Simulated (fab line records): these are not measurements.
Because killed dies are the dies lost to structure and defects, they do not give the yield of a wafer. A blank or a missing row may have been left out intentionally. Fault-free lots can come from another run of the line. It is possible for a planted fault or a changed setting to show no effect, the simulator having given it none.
Chamber matching | flow n5_finfet | N5_SDB_HM_DEP_00 on pecvd-02: 3 sister chambers
The step deposits SiNx from SiH4/NH3/N2, target thk 40 nm, time 35.3 s. 16 wafers are shown with their chamber, then 8 later ones without.

== WAFERS, EACH WITH ITS CHAMBER ==
wafer  | chamber | showerhead_plenum_p_Torr (Torr) | throttle_valve_pct (%) | heater_power_outer_w (W)
L077.1 | 2       | 5.15                            | 37.6                   | 433
L077.2 | 1       | 5.00                            | 39.7                   | 408
L077.3 | 0       | 5.14                            | 38.7                   | 393
L080.3 | 1       | 5.02                            | 39.6                   | 441
L080.4 | 2       | 5.15                            | 37.5                   | 458
L080.6 | 1       | 5.01                            | 39.5                   | 343
L084.1 | 2       | 5.16                            | 37.4                   | 521
L084.3 | 0       | 5.12                            | 38.3                   | 391
L084.5 | 2       | 5.16                            | 37.6                   | 516
L088.2 | 2       | 5.17                            | 37.6                   | 510
L088.5 | 0       | 5.13                            | 38.4                   | 417
L088.6 | 2       | 5.16                            | 37.6                   | 525
L089.1 | 1       | 5.01                            | 39.6                   | 387
L089.4 | 1       | 4.99                            | 39.7                   | 384
L089.6 | 0       | 5.13                            | 38.2                   | 355
L090.2 | 1       | 5.01                            | 39.5                   | 403

SIGNATURES (averages over the wafers above)
reading                  | chamber 0 | chamber 1 | chamber 2 | scatter within a chamber
showerhead_plenum_p_Torr | 5.1300    | 5.0067    | 5.1583    | 0.00884
throttle_valve_pct       | 38.400    | 39.600    | 37.550    | 0.129
heater_power_outer_w     | 389.00    | 394.33    | 493.83    | 33.6
Rule: for a wafer and a chamber, the distance is found by dividing, reading by reading, the gap between the wafer's reading and the chamber's mean by the reading's scatter, squaring, summing and taking the root. The wafer belongs to the nearest chamber; if the next one is less than 2 further off, it can't be placed. How the scatter is found: for the shown wafers, subtract from each reading the mean of its chamber, square and add these, divide the total by (wafers less chambers), then take the root.

== WAFERS WITHOUT THEIR CHAMBER ==
wafer  | showerhead_plenum_p_Torr (Torr) | throttle_valve_pct (%) | heater_power_outer_w (W)
L090.4 | 5.01                            | 39.5                   | 398
L090.5 | 5.15                            | 38.4                   | 372
L093.1 | 5.01                            | 39.5                   | 385
L093.2 | 5.16                            | 37.7                   | 492
L093.6 | 5.16                            | 37.7                   | 494
L096.3 | 5.17                            | 37.7                   | 509
L096.4 | 5.01                            | 39.5                   | 337
L096.6 | 5.12                            | 38.6                   | 396

== EACH ONE'S CHAMBER ==
wafer  | from the rows above | in truth
L090.4 | 1                   | 1
L090.5 | 0                   | 0
L093.1 | 1                   | 1
L093.2 | 2                   | 2
L093.6 | 2                   | 2
L096.3 | 2                   | 2
L096.4 | 1                   | 1
L096.6 | 0                   | 0
Correct placement for 8 of the 8. From these rows, 0 cannot be placed. Placed wrongly: 0.
